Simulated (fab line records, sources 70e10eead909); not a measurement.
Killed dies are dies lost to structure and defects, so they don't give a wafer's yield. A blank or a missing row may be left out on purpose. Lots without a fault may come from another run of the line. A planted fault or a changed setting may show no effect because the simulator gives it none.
A struck lot beside a sound one | flow nand_harc | 15 steps out of a route of 1302
Sound: wafers L499.1, L499.4, L499.5. Struck: wafers L506.2, L506.3, L506.5. The cause comes at the end.
At each step with rows: each side's tool, then ch and its chambers, then its first start. Under that, the readings that differ: sound wafers | struck wafers | difference of the means | sigmas: that difference in standard deviations of wafers without a fault.
alike: readings whose means differ by less than 2 such deviations, and words and numbers that are the same on both sides. not compared: withheld readings, readings that some wafer has no value for, bounds like >300 that may hide the same value, and numbers for which the record gives no deviation and whose values overlap.
The two part at a step that has a row with sigmas, a row that says differs or no value, or rows on one side only. Numbers that don't overlap but have no deviation are shown without sigmas and don't part them. A reading that every wafer of one side lacks parts them only if that side has two wafers or more.

first, 4 steps without rows for these wafers: NHARC_A_ZERO_WELL_STRIP_14 (strips in SPM, time 900 s); NHARC_A_ZERO_WELL_IMPLANT_15; NHARC_A_ZERO_WELL_PRECLEAN_22 (cleans in SC1, time 60 s); NHARC_A_ZERO_WELL_SRD_23.
NHARC_A_ZERO_WELL_RTA_16: time 10 s.
  sound on rtp_anneal-01 ch 0, day 10 00:02; struck on rtp_anneal-01 ch 0, day 13 10:29
  alike: lamp_power_pct, lamp_zone_4_pct, wafer_temp_C_max
NHARC_A_ZERO_WELL_INSPECT_17:
  sound on defect_inspect-02, day 10 00:14; struck on defect_inspect-01, day 13 10:40
  alike: raw_defect_count
then, 3 steps without rows for these wafers: NHARC_A_SOURCE_PLATE_PRECLEAN_00 (cleans in HF-LAST, time 60 s); NHARC_A_SOURCE_PLATE_SRD_01; NHARC_A_SOURCE_PLATE_OXIDE_02 (material SiO2, target thk 10 nm, ox time 1362 s).
NHARC_A_SOURCE_PLATE_THK_MEAS_09: measures by ellipsometry.
  sound on film_metro-01, day 10 07:02; struck on film_metro-01, day 13 19:16
  alike: thk_nm
then, 1 step without rows for these wafers: NHARC_A_SOURCE_PLATE_PVD_04 (deposits WSi2, target thk 50 nm).
NHARC_A_SOURCE_PLATE_CVD_03: deposits poly-Si, target thk 200 nm, time 4000 s.
  sound on lpcvd_poly-01 ch 0, day 10 09:37; struck on lpcvd_poly-03 ch 0, day 13 21:45
  reading                | sound                | struck               | difference | sigmas
  spike_tc_bottom_C (C)  | 644 646 645          | 622 623 623          | -22        | -5
  spike_tc_centre_C (C)  | 618.8 619.8 621.6    | 607.1 608.6 607.5    | -12.3      | -12
  spike_tc_lower_C (C)   | 619.0 617.3 618.8    | 606.9 603.8 605.5    | -13.0      | -8
  spike_tc_top_C (C)     | 645 643 644          | 621 620 621          | -23        | -4
  spike_tc_upper_C (C)   | 620.9 619.7 618.7    | 606.7 605.4 604.8    | -14.1      | -9
  tube_center_temp_C (C) | 619.95 620.08 620.06 | 607.56 607.56 607.56 | -12.47     | -99 or more
then, 1 step without rows for these wafers: NHARC_A_SOURCE_PLATE_ANNEAL_05 (time 1800 s).
NHARC_A_SOURCE_PLATE_THK_MEAS_06: measures by ellipsometry.
  sound on film_metro-02, day 10 21:40; struck on film_metro-01, day 14 12:14
  reading     | sound             | struck            | difference | sigmas
  thk_nm (nm) | 199.1 196.4 200.7 | 151.0 148.8 150.4 | -48.7      | -24
then, 1 step without rows for these wafers: NHARC_END_SORT_01.

WHERE THEY PART
First at NHARC_A_SOURCE_PLATE_CVD_03; last, within this record, at NHARC_A_SOURCE_PLATE_THK_MEAS_06.

WHY: what the simulator had put in
Process parameter drift: lpcvd_poly-03, from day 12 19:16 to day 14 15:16, at NHARC_A_SOURCE_PLATE_CVD_03. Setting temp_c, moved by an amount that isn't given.
